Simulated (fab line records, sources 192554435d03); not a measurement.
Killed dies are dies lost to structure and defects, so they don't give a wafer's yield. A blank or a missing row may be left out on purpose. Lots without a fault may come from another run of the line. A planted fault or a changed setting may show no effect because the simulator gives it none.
fab line records | flow n5_finfet
record lots=4 wafers=12 last_day=18
route steps=1938 shown BEOL_M13@1663 PASSIVATION@1936
lots that met no fault: from a run of the same line without faults
start_h: hours from the record's first day to the start of the lot's first wafer shown | wait_h: hours since the lot's step before | " the same as in the row above | L1.1+2: a row that stands for several wafers | - no value, or no start given | * or withheld: withheld | < > ~ a bound
route shown NAME@n: a module of which the file shows steps, and the number in the route of the first | usual: mean/standard deviation of fault-free wafers | same: alike in all rows | chamber/n: place in a boat | sites: the reading at each site | _std_site: their standard deviation | _edge_site: outer sites' mean less inner sites' | radius_mm: how far each site lies from the wafer's centre | mask NAME#n: copy n | behind: the tool/chamber that last shaped the wafer | hold: why the lot was held/for how many hours/how that ended | device: the transistor (n, p or np) that didn't switch | end of line: the same wafers' tests at the end of the route | a step without rows: its recipe alone | killed: dies lost to structure and defects at the first sort, not the wafer's yield | map: a wafer's dies, x killed, . not, _ none there
set.NAME: the setting as run; set.NAME@STEP: as run at that earlier step | model.NAME: the simulator's own value behind a step, which no gauge read
lots at some steps of the route; a table a step, a row a wafer
services: from which hour (start_h, from the record's first day; less than 0 if before it) a tool's chamber was out of use, for how many hours, and why
## steps
# step N5_BEOL_M13_EBR_06
# recipe solvent=PGMEA ebr_width_mm=1.5
# step N5_BEOL_M13_SOFTBAKE_05
# recipe temp_c=130 time_s=60
# step N5_BEOL_M13_EXPOSE_07
# recipe mask_id=V12 na=0.93 source_shape=conventional sigma_outer=0.6 polarization=unpolarized attpsm_phase_deg=180 dose_mj=24.8
# step N5_BEOL_M13_PEB_08
# recipe peb_temp_c=130 peb_time_s=90
# step N5_BEOL_M13_DEVELOP_09
# recipe develop_time_s=45 rinse_liquid=diw dry=air_spin dev_temp_c=21
# step N5_BEOL_M13_HARDBAKE_14
# recipe temp_c=130 time_s=120
# step N5_BEOL_M13_DESCUM_15
# recipe chemistry=O2 time_s=7.9 source_power_w=50 bias_power_w=20 pressure_mtorr=20 rf_frequency_hz=2.712e+07 temp_c=40 o2_flow_sccm=225
# step N5_BEOL_M13_ETCH_59
# recipe chemistry=N2/H2 target=BARC target_depth_a=890 overetch_a=267 time_s=67.9 ion_energy_ev=200 pressure_mtorr=30 source_w=840 bias_w=150 n2_flow_sccm=200 h2_flow_sccm=200
# step N5_BEOL_M13_VIA_ETCH_16
# recipe chemistry=C4F8/O2/Ar target=SiOC pressure_mtorr=30 source_w=3000 bias_w=700 Ar_flow_sccm=400 C4F8_flow_sccm=15 O2_flow_sccm=8 he_inner_torr=15 he_outer_torr=30 target_depth_a=9217 time_s=withheld ion_energy_ev=250 ends=cleared
# step N5_BEOL_M13_STRIP_63
# recipe chemistry=N2/H2 power_w=1000 temp_c=250 h2_frac=0.65 overash_fraction=0.3 pressure_mtorr=1000 n2_flow_sccm=1750 h2_flow_sccm=3250
# usual drypump_motor_current_A=5.97/0.11 heater_power_w=314/33 n2_flow_sccm=1750/4.2 oes_product_au=0.675/0.005 strip_time_to_endpoint_s=28.1/1.1
# same overash_fraction=0.3
# columns lot.wafer tool chamber start_h wait_h drypump_motor_current_A heater_power_w n2_flow_sccm oes_product_au rf_hours_counter_h strip_time_to_endpoint_s
L597.1 plasma_asher-01 1 269.71 - 5.87 332 1753 0.674 130 29.3
L597.3 " 0 " " 6.08 334 1749 0.662 - 30.5
L597.5 " 0 " " 6.10 331 1747 0.674 - 28.3
L598.3 plasma_asher-01 1 278.18 - 5.91 328 1752 0.675 - 29.0
L598.5 " 1 " " 5.92 333 1757 0.671 - 27.7
L598.6 " 0 " " 6.07 342 1750 0.665 - 28.6
L609.2 plasma_asher-02 1 377.32 - 5.78 287 1757 0.671 89 27.8
L609.4 " 1 " " 5.78 278 1751 0.675 - 27.0
L609.6 " 0 " " 6.03 247 1748 0.669 - 27.2
L614.2 plasma_asher-01 0 390.40 - 6.06 341 1757 0.679 156 27.3
L614.5 " 0 " " 6.07 336 1752 0.679 - 26.9
L614.6 " 1 " " 5.88 327 1750 0.675 - 25.8
# step N5_BEOL_M13_STRIP_64
# recipe chemistry=N2/H2 power_w=1000 temp_c=250 h2_frac=0.65 overash_fraction=0.3 pressure_mtorr=withheld n2_flow_sccm=1750 h2_flow_sccm=3250
# step N5_BEOL_M13_STRIP_71
# recipe chemistry=post_etch_residue_remover time_s=60 temp_c=25 remover_ph=withheld remover_water_wt_pct=withheld remover_fluoride_wt_pct=withheld
# step N5_BEOL_M13_SRD_72
# recipe time_s=30 temp_c=23 rinse_liquid=diw dry=n2_spin spin_rpm=1500 dry_time_s=30
# step N5_BEOL_M13_COAT_65
# recipe resist=SOC temp_c=250 time_s=60 spin_rpm=1500 resist_thk_nm=350
# step N5_BEOL_M13_COAT_66
# recipe resist=SiARC temp_c=220 time_s=60 spin_rpm=1500 resist_thk_nm=110
# step N5_BEOL_M13_COAT_22
# recipe spin_rpm=2888 resist_thk_nm=300
# step N5_BEOL_M13_EBR_24
# recipe solvent=PGMEA ebr_width_mm=1.5
# step N5_BEOL_M13_SOFTBAKE_23
# recipe temp_c=130 time_s=60
# step N5_BEOL_M13_EXPOSE_25
# recipe mask_id=M13 na=0.93 source_shape=conventional sigma_outer=0.4 polarization=unpolarized target_cd_nm=210 dose_mj=22
# step N5_BEOL_M13_PEB_26
# recipe peb_temp_c=130 peb_time_s=90
# step N5_BEOL_M13_DEVELOP_27
# recipe develop_time_s=45 rinse_liquid=diw dry=air_spin dev_temp_c=21
# step N5_BEOL_M13_HARDBAKE_32
# recipe temp_c=130 time_s=120
# step N5_BEOL_M13_INSPECT_30
# recipe mode=adi inspect_instrument=macro
# usual raw_defect_count=2.2/1.4
# columns lot.wafer tool chamber start_h wait_h raw_defect_count
L597.1 defect_inspect-01 - 270.30 0.0 >300
L597.3 " - " " >300
L597.5 " - " " >300
L598.3 defect_inspect-02 - 278.87 0.0 >300
L598.5 " - " " >300
L598.6 " - " " >300
L609.2 defect_inspect-02 - 378.03 0.0 2
L609.4 " - " " 1
L609.6 " - " " 3
L614.2 defect_inspect-02 - 390.99 0.0 1
L614.5 " - " " 2
L614.6 " - " " 3
# step N5_BEOL_M13_DESCUM_33
# recipe chemistry=O2 time_s=7.9 source_power_w=50 bias_power_w=20 pressure_mtorr=20 rf_frequency_hz=2.712e+07 temp_c=40 o2_flow_sccm=225
# step N5_PASSIVATION_PROBE_49
# usual defect_limited_yield=91.4/1.5 killed_at_M0_to_M3=33/11 killed_at_M4_up=14/5.3 killed_at_contacts=13/6.2 killed_at_front_end=39/13 killed_at_other=3.1/2.8 killed_dies=102/17 killed_open=68/13 killed_short=32/7.8 sort_bin_5_function=5.1/0.95 sort_bin_6_memory=3.2/0.7 sort_bin_8_speed=0.02/0.16 sort_n_pass=1078/18 sort_yield_pct=91.3/1.5
# same gross_dies=1180 killed_at_back_side=0 sort_bin_4_leakage[%]=0
# columns lot.wafer tool chamber start_h wait_h defect_limited_yield[%] killed_at_M0_to_M3 killed_at_M4_up killed_at_contacts killed_at_front_end killed_at_other killed_dies killed_open killed_short sort_bin_5_function[%] sort_bin_6_memory[%] sort_bin_8_speed[%] sort_n_pass sort_yield_pct[%]
L597.1 prober-01 - 300.88 0.0 82.5 24 131 6 43 2 206 66 23 11.0 4.1 0 974 82.5
L597.3 prober-01 - 300.98 0.1 84.1 20 99 6 62 1 188 70 34 8.4 4.6 0 992 84.1
L597.5 prober-01 - 301.08 0.2 85.3 23 93 9 41 8 174 60 33 9.4 3.2 0 1006 85.3
L598.3 prober-01 - 310.09 0.1 83.2 40 123 6 28 1 198 55 31 10.9 4.0 0 982 83.2
L598.5 prober-01 - 310.19 0.2 81.9 34 141 15 24 0 214 58 29 11.0 4.8 0 966 81.9
L598.6 prober-01 - 310.24 0.3 84.7 42 99 9 28 2 180 56 33 8.1 4.4 0.08 1000 84.7
L614.2 prober-01 - 427.42 0.1 91.9 22 14 10 48 1 95 75 20 5.4 2.5 0 1085 91.9
L614.5 prober-01 - 427.57 0.2 94.6 20 6 5 29 4 64 37 27 3.4 1.9 0 1116 94.6
L614.6 prober-01 - 427.62 0.3 93.3 21 10 16 29 3 79 60 18 4.1 2.5 0 1101 93.3
# killed by level:class
L597.1 BEOL_M13:unspecified=117 FIN_SAQP:geometric_particle:open=12 BEOL_M0_SAQP:geometric_particle:open=12 STI_FIN_REVEAL:geometric_particle:open=8 BEOL_M0_SAQP:geometric_particle:short=7 BEOL_M4:geometric_particle:open=7 DUMMY_GATE:geometric_particle:open=4 GATE_CUT:geometric_particle:open=4
L597.3 BEOL_M13:unspecified=83 STI_FIN_REVEAL:geometric_particle:open=20 FIN_SAQP:geometric_particle:short=10 FIN_SAQP:geometric_particle:open=10 BEOL_M4:geometric_particle:open=9 BEOL_M0_SAQP:geometric_particle:short=6 BEOL_M0_SAQP:geometric_particle:open=5 BEOL_M5:geometric_particle:open=5
L597.5 BEOL_M13:unspecified=81 FIN_SAQP:geometric_particle:short=8 FIN_SAQP:geometric_particle:open=8 BEOL_M4:geometric_particle:open=8 MOL_CONTACT_COAG:geometric_particle:open=7 BEOL_M2:geometric_particle:open=7 DUMMY_GATE:geometric_particle:open=6 BEOL_M1:geometric_particle:open=5
L598.3 BEOL_M13:unspecified=111 FIN_SAQP:geometric_particle:short=10 BEOL_M3:geometric_particle:open=10 BEOL_M0_SAQP:geometric_particle:open=9 FIN_SAQP:geometric_particle:open=7 BEOL_M4:geometric_particle:open=6 MOL_CONTACT_COAG:geometric_particle:open=5 BEOL_M0_SAQP:geometric_particle:short=5
L598.5 BEOL_M13:unspecified=127 MOL_CONTACT_COAG:geometric_particle:open=10 BEOL_M0_SAQP:geometric_particle:open=6 BEOL_M3:geometric_particle:open=6 MOL_CONTACT_COAG:geometric_particle:short=5 BEOL_M2:geometric_particle:open=5 BEOL_M4:geometric_particle:open=5 FIN_SAQP:geometric_particle:open=4
L598.6 BEOL_M13:unspecified=90 BEOL_M0_SAQP:geometric_particle:short=13 BEOL_M0_SAQP:geometric_particle:open=9 MOL_CONTACT_COAG:geometric_particle:open=8 FIN_SAQP:geometric_particle:short=6 BEOL_M3:geometric_particle:open=6 BEOL_M0:geometric_particle:open=6 STI_FIN_REVEAL:geometric_particle:open=5
L614.2 FIN_SAQP:geometric_particle:open=24 MOL_CONTACT_COAG:geometric_particle:open=8 STI_FIN_REVEAL:geometric_particle:open=6 BEOL_M0_SAQP:geometric_particle:short=6 BEOL_M2:geometric_particle:open=6 FIN_SAQP:geometric_particle:short=4 BEOL_M0:geometric_particle:open=4 DUMMY_GATE:geometric_particle:open=3
L614.5 FIN_SAQP:geometric_particle:short=7 BEOL_M3:geometric_particle:open=7 FIN_SAQP:geometric_particle:open=4 GATE_CUT:geometric_particle:short=4 MOL_CONTACT_COAG:geometric_particle:open=4 BEOL_M2:geometric_particle:open=4 DUMMY_GATE:geometric_particle:open=3 GATE_CUT:geometric_particle:open=3
L614.6 MOL_CONTACT_COAG:geometric_particle:open=15 BEOL_M2:geometric_particle:open=8 FIN_SAQP:geometric_particle:short=7 FIN_SAQP:geometric_particle:open=5 GATE_CUT:geometric_particle:open=4 BEOL_M0_SAQP:geometric_particle:short=4 BEOL_M1:geometric_particle:open=4 BEOL_M4:geometric_particle:open=4
# map L597.1 (x killed, . not)
_________________............________________
______________..........x......._____________
___________x....x..................__________
__________.........................x_________
________.............x.......x...x...._______
_______..........x.....x............x..______
______........x.......x.............x..._____
_____....xx........x.....................____
____x.....x...x............x.....x.x......___
___.....x....x.......x.....................__
___.................x....................x.__
__.........................x................_
__....x.....x.................x.xx......x.x._
_...........xx......................x..x....x
_.........................xxx.x..............
_..........x.x.........xxxxxx.....x..........
_....................xxxxx.xxxxx...x.....x...
_..x.xx...x.x........xxxxxxxxxxxx...x.....x..
_......................xxxxxxxxxxx.........x.
_...................x.xxxxxxxxxxxx...........
_..............x..x..xxxxxxxxxxxxxx...x....x.
__........x.........x..xxxxxxxxxxx.........._
__................x....xxxxxxxxxx.x....xx..._
___x.................x.xxxxxxxxxx.x.x......__
___.x........x..........xxxxxx.xx...x......__
____..............x.x......xxx............___
_____....................xx..x...........____
______......x..........x.......x....x..._____
_______...x..........................x.______
________.x..x..x.....x..x...x........._______
__________........x.x..............._________
___________........................__________
______________...........x......_____________
_________________xx........xx________________
# map L598.5 (x killed, . not)
_________________......x.....________________
______________....x....x........_____________
___________.x.............x........__________
__________.........................._________
________............x........x........_______
_______................................______
______..x.............x.x..............._____
_____..x.....x.x.........................____
____x.....x...x.x.x....x..................___
___......x...........x.............x.x.....__
___.x..x..........x.......x...........x....__
__..................xx................x....._
__..xx........x...............x..x........x._
_......x...x..............xx.x...............
_...x.........x.x....x.xxx.xx..xx.x.......x.x
_x....x......x.xxx....xx.x.xx.x.xx...........
_x................x...xx.xx.xxxx.x.xx........
_.....x.......x...xx.xxxxxxxxxxxxx..x........
_....x...............xxxxxxxxxxxxxx..........
_.................x..xxxxxxxxxxxx............
_.x.................xxx.xxxxxxxxxxxx.......x.
__..................xxxxxxxxxxxxxxx........._
__..x.....x...........xxxxxxxxxxxxx........._
___.......x.............xxxxxxxxx..........__
___x...x......x..........xxxx.x.xx.........__
____......x.........x...xxx......x........___
_____x...............................x...____
______...........x......................_____
_______..x...............x..........x..______
________.............................._______
__________x.x...................x..._________
___________...x..x.................__________
______________.........x........_____________
_________________............________________
## services
# columns tool chamber start_h hours kind
plasma_asher-02 - 275.42 2.4 repair
plasma_asher-01 - 329.49 0.4 repair
## key
first_sign step=N5_BEOL_M13_INSPECT_30 reading=raw_defect_count direction=up sigmas=99+ usual=2.2 struck=>300
effect step=N5_PASSIVATION_PROBE_49 reading=killed_at_M4_up direction=up sigmas=19 usual=14 struck=114
more_kills_born_at N5_BEOL_M13_STRIP_63@plasma_asher-01=609
met_at N5_BEOL_M13_STRIP_63
struck_wafers L597.1,L597.3,L597.5,L598.3,L598.5,L598.6
fault kind=chamber_particle_source tool=plasma_asher-01 chamber=- onset_h=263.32 steps=N5_BEOL_M13_STRIP_63 rate_per_visit_cm2=0.78462 end_h=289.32
